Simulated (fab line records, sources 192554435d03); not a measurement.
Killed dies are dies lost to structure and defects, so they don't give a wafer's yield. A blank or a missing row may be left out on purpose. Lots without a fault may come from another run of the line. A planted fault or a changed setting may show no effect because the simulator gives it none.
Problem report in the 8D (eight disciplines) form, filled by code | flow n5_finfet | the parts of the form that need people (team, actions taken, sign-off) are left out

1. THE PROBLEM
killed_at_front_end at N5_PASSIVATION_PROBE_49 reads a mean of 131 on 3 wafers of 2 lots; wafers without a fault read 37 with a standard deviation of 10. That is +9.4 standard deviations from the usual mean.
First seen on wafer L941.4, day 15 06:15, on prober-01. The record holds 9 wafers of 3 lots with a number at this step. Rule for "out", or "out of limits": more than 4 standard deviations from the usual mean. The other wafers with a number count as sound.

2. WHAT IT IS AND WHAT IT IS NOT
question                    | is                                       | is not
which readings at this step | killed_at_front_end, sort_bin_5_function | killed_at_M0_to_M3, killed_at_M4_up, killed_at_contacts, killed_at_other, killed_short, sort_bin_6_memory
which lots                  | L941, L942                               | L947
which wafers of those lots  | L941.4, L942.2, L942.4                   | L941.2, L941.3, L942.1
read on which tools         | prober-01                                | prober-02
when                        | from day 15 06:15                        | up to then (2 sound wafers); but 4 sound wafers of L942, L947 came after

3. SUSPECTS, AND WHAT RULES EACH OUT
Counting: a tool at a process step up to the reading stays a suspect if it ran every lot that is out. Sound lots after the first of them don't rule it out here, since some wafers of a struck lot are sound.
- rie_metal-03 at N5_GATE_CUT_CUT_ETCH_54 (etches TiN in Cl2/BCl3, target depth 96.7 nm): kept. It ran every lot that is out, first L941 (day 7 03:17).
- pvd_sputter-02 at N5_PASSIVATION_AL_DEP_21 (deposits Al, target thk 2800 nm, time 170 s): kept. It ran every lot that is out, first L941 (day 15 00:29).
- prober-01 at N5_PASSIVATION_PROBE_49: kept. It ran every lot that is out, first L941 (day 15 06:09). Its own readings are out on those wafers: killed_at_front_end, sort_bin_5_function.
- Within rie_metal-03 at N5_GATE_CUT_CUT_ETCH_54: the wafers that are out ran in chamber 0; their sound lot-mates ran in chamber 1.
Left after counting: rie_metal-03 at N5_GATE_CUT_CUT_ETCH_54, pvd_sputter-02 at N5_PASSIVATION_AL_DEP_21, prober-01 at N5_PASSIVATION_PROBE_49.

4. THE CAUSE (what the simulator had put in)
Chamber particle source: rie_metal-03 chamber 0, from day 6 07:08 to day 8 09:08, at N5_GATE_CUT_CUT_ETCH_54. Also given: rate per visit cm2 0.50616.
Counting left 3 suspects, and this tool is among them.

5. THE CHAIN OF EFFECTS, in route order
Each row: a reading whose mean over the struck wafers that have a number lies more than 3 standard deviations from the usual. Only readings for which the record gives a usual standard deviation are gone through. hours: the time from each lot's start at the first step in this table that gives one to its start at this step, as a median over the lots. sigmas: the change in usual standard deviations.
hours | step                    | reading              | usual  | on struck wafers | change | sigmas
0     | N5_PASSIVATION_PROBE_49 | defect_limited_yield | 91.3 % | 85.0             | -6.3   | -4.8
0     | N5_PASSIVATION_PROBE_49 | killed_at_front_end  | 37     | 131              | +94    | +9.4
0     | N5_PASSIVATION_PROBE_49 | killed_dies          | 102    | 177              | +75    | +5.0
0     | N5_PASSIVATION_PROBE_49 | sort_bin_5_function  | 5.1 %  | 9.6              | +4.5   | +4.9
0     | N5_PASSIVATION_PROBE_49 | sort_n_pass          | 1078   | 1003             | -75    | -5.0
0     | N5_PASSIVATION_PROBE_49 | sort_yield_pct       | 91.3 % | 85.0             | -6.3   | -4.8
The process steps in it:
- N5_PASSIVATION_PROBE_49

6. WHAT WOULD HAVE CAUGHT IT SOONER
In this record the first reading out of limits was taken at day 15 06:15, 215 hours after the fault began at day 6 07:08.
Of the tool readings at N5_GATE_CUT_CUT_ETCH_54 for which the record gives a usual standard deviation, none was out on any struck wafer, so an alarm limit of 4 standard deviations on them would not have fired.
All the lots that are out (2) had begun N5_GATE_CUT_CUT_ETCH_54 on rie_metal-03 by day 15 06:15. A hold on the tool at that time would have spared none of them.
